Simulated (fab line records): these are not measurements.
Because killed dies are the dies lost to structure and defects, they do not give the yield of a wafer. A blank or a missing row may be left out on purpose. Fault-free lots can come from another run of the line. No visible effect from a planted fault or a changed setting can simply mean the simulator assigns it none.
Chamber matching | flow n5-finfet | N5_BEOL_M6_ETCH_61 on rie-diel-01 has 4 sister chambers
The step etches SiARC in CF4, target depth 45.5 nm, time 75.8 s. 4 wafers are shown with their chamber, then 8 later ones without.

WAFERS PAIRED WITH THEIR CHAMBERS
wafer  | chamber | drypump-motor-current-A (A)
L080.5 | 1       | 6.6
L085.2 | 3       | 5.7
L085.3 | 2       | 5.7
L092.1 | 0       | 6.3

WAFERS MISSING THEIR CHAMBER
wafer  | drypump-motor-current-A (A)
L092.2 | 5.7
L092.3 | 5.7
L096.3 | 6.3
L096.5 | 5.7
L096.6 | 6.5
L097.2 | 5.7
L097.3 | 5.7
L097.5 | 6.5

WHICH CHAMBER EACH WENT THROUGH
wafer  | from the rows above     | in truth
L092.2 | can't be placed: 2 or 3 | 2
L092.3 | can't be placed: 2 or 3 | 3
L096.3 | 0                       | 0
L096.5 | can't be placed: 2 or 3 | 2
L096.6 | 1                       | 1
L097.2 | can't be placed: 2 or 3 | 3
L097.3 | can't be placed: 2 or 3 | 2
L097.5 | 1                       | 1
Correctly placed: 3 of 8. From these rows, 5 cannot be placed; in 5 the true chamber is one of the candidates. 0 placed wrongly.
How it was worked out, from the rows above alone: a wafer's distance from a chamber is the root of the sum, over the readings, of the square of ((its reading less the chamber's mean) divided by the reading's scatter). The wafer belongs to the nearest chamber; if the next one is less than 2 further off, it can't be placed. For every chamber, the mean is computed from those of its wafers that are shown. The scatter: with one shown wafer a chamber, the root of the mean of the squares of how far each hidden wafer lies from its nearest shown one.
